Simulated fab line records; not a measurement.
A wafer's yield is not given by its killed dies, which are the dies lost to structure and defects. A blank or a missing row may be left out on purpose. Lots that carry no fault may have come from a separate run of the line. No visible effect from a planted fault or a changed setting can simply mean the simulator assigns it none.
Matching of chambers | flow n5-finfet | N5_BEOL_M8_STRIP_36 on rie-diel-02: 4 sister chambers
The step strips in N2/H2. 4 wafers are shown with their chamber, then 10 later ones without.

== WAFERS PAIRED WITH THEIR CHAMBERS ==
wafer  | chamber | throttle-valve-pct (%)
L079.4 | 2       | 24.2
L085.3 | 3       | 24.1
L087.1 | 1       | 24.2
L087.2 | 0       | 24.5

== WAFERS WITHOUT THEIR CHAMBER ==
wafer  | throttle-valve-pct (%)
L087.3 | 24.1
L091.1 | 24.2
L091.3 | 24.2
L091.5 | 24.1
L092.2 | 23.8
L092.4 | 24.2
L092.5 | 23.8
L094.2 | 24.2
L094.4 | 24.2
L094.6 | 24.2

== THE CHAMBER EACH PASSED THROUGH ==
wafer  | from the rows above          | in truth
L087.3 | can't be placed: 3 or 1 or 2 | 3
L091.1 | can't be placed: 1 or 2 or 3 | 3
L091.3 | can't be placed: 1 or 2 or 3 | 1
L091.5 | can't be placed: 3 or 1 or 2 | 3
L092.2 | can't be placed: 3 or 1 or 2 | 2
L092.4 | can't be placed: 1 or 2 or 3 | 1
L092.5 | can't be placed: 3 or 1 or 2 | 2
L094.2 | can't be placed: 1 or 2 or 3 | 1
L094.4 | can't be placed: 1 or 2 or 3 | 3
L094.6 | can't be placed: 1 or 2 or 3 | 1
Correct placement for 0 of the 10. Can't be placed from these rows: 10 (the true chamber is among the candidates in 10). 0 placed wrongly.
How it was worked out, from the rows above alone: a wafer's distance from a chamber is the root of the sum, over the readings, of the square of ((its reading less the chamber's mean) divided by the reading's scatter). If the next closest chamber is less than 2 further off than the closest, the wafer can't be placed; otherwise it belongs to the closest. Each chamber's mean is taken over the wafers shown for it. The scatter: root of mean squared gap, hidden wafer to nearest shown wafer, with one shown wafer a chamber.
